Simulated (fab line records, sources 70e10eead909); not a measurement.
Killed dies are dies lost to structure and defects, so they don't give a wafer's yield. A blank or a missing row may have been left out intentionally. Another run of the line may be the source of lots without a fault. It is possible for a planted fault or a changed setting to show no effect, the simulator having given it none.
Which tool was responsible? || flow nand-harc || 12 lots, 36 wafers sampled, at 2 steps of a route of 1159

## WHAT THE GAUGES SHOWED, per wafer
NHARC_A_CONTACT_CD_MEAS_53.
{"lot": "L075", "measured": "day 16 20:25", "on": "cd-sem-02", "cd-nm (nm)": "188.8 187.2 188.7"}
{"lot": "L077", "measured": "day 17 02:43", "on": "cd-sem-02", "cd-nm (nm)": "189.8 190.4 190.7"}
{"lot": "L079", "measured": "day 18 03:40", "on": "cd-sem-02", "cd-nm (nm)": "189.3 189.7 189.8"}
{"lot": "L081", "measured": "day 18 09:21", "on": "cd-sem-03", "cd-nm (nm)": "189.3 189.0 189.1"}
{"lot": "L084", "measured": "day 18 17:19", "on": "cd-sem-01", "cd-nm (nm)": "188.6 189.0 189.2"}
{"lot": "L086", "measured": "day 19 10:49", "on": "cd-sem-02", "cd-nm (nm)": "189.2 189.3 188.6"}
{"lot": "L085", "measured": "day 19 20:03", "on": "cd-sem-01", "cd-nm (nm)": "188.7 187.9 188.6"}
{"lot": "L088", "measured": "day 20 06:17", "on": "cd-sem-03", "cd-nm (nm)": "188.5 188.7 189.6"}
{"lot": "L094", "measured": "day 20 19:47", "on": "cd-sem-03", "cd-nm (nm)": "189.1 189.2 188.8"}
{"lot": "L093", "measured": "day 21 00:34", "on": "cd-sem-02", "cd-nm (nm)": "186.4 186.9 186.8"}
{"lot": "L095", "measured": "day 22 00:04", "on": "cd-sem-01", "cd-nm (nm)": "189.4 189.1 189.2"}
{"lot": "L097", "measured": "day 22 13:28", "on": "cd-sem-02", "cd-nm (nm)": "189.7 190.4 190.3"}

## WHICH TOOL RAN EACH LOT (tool, then ch and the chambers of the sampled wafers, then the start)
{"lot": "L075", "NHARC_A_CONTACT_ETCH_119": "har-cap-etch-03 ch 0,1, day 16 19:07"}
{"lot": "L077", "NHARC_A_CONTACT_ETCH_119": "har-cap-etch-02 ch 0,1, day 16 23:49"}
{"lot": "L079", "NHARC_A_CONTACT_ETCH_119": "har-cap-etch-01 ch 0,1, day 18 01:58"}
{"lot": "L081", "NHARC_A_CONTACT_ETCH_119": "har-cap-etch-03 ch 0,1, day 18 08:10"}
{"lot": "L084", "NHARC_A_CONTACT_ETCH_119": "har-cap-etch-01 ch 1, day 18 16:07"}
{"lot": "L086", "NHARC_A_CONTACT_ETCH_119": "har-cap-etch-02 ch 0,1, day 19 09:38"}
{"lot": "L085", "NHARC_A_CONTACT_ETCH_119": "har-cap-etch-02 ch 0,1, day 19 18:53"}
{"lot": "L088", "NHARC_A_CONTACT_ETCH_119": "har-cap-etch-02 ch 0,1, day 20 04:53"}
{"lot": "L094", "NHARC_A_CONTACT_ETCH_119": "har-cap-etch-03 ch 0,1, day 20 18:34"}
{"lot": "L093", "NHARC_A_CONTACT_ETCH_119": "har-cap-etch-02 ch 0,1, day 20 23:23"}
{"lot": "L095", "NHARC_A_CONTACT_ETCH_119": "har-cap-etch-01 ch 0,1, day 21 22:52"}
{"lot": "L097", "NHARC_A_CONTACT_ETCH_119": "har-cap-etch-01 ch 0,1, day 22 12:16"}
- NHARC_A_CONTACT_ETCH_119: etches the open film in C4F8/O2/Ar, time 94 s, target depth 922 nm.

## THE ANSWER, worked out from the rows above alone
Rule: the usual values come from the lots themselves. Put in order of their means at a reading, lots are off if they are a third of the lots or fewer, leave a main group of 4 or more, and stand apart from it by a gap of 3 or more times the standard deviation of the main group's means; of several such gaps the widest counts. The tables above print the reading to a certain number of digits; a main group whose means all agree to those digits is not used. Also off: a lot with no number at a reading for which 4 or more lots have one. Where the step has rows for the other lots, those lots are counted as sound.
None of the lots is off at any reading shown; this tells nothing.

## WHAT THE SIMULATOR HAD INSERTED
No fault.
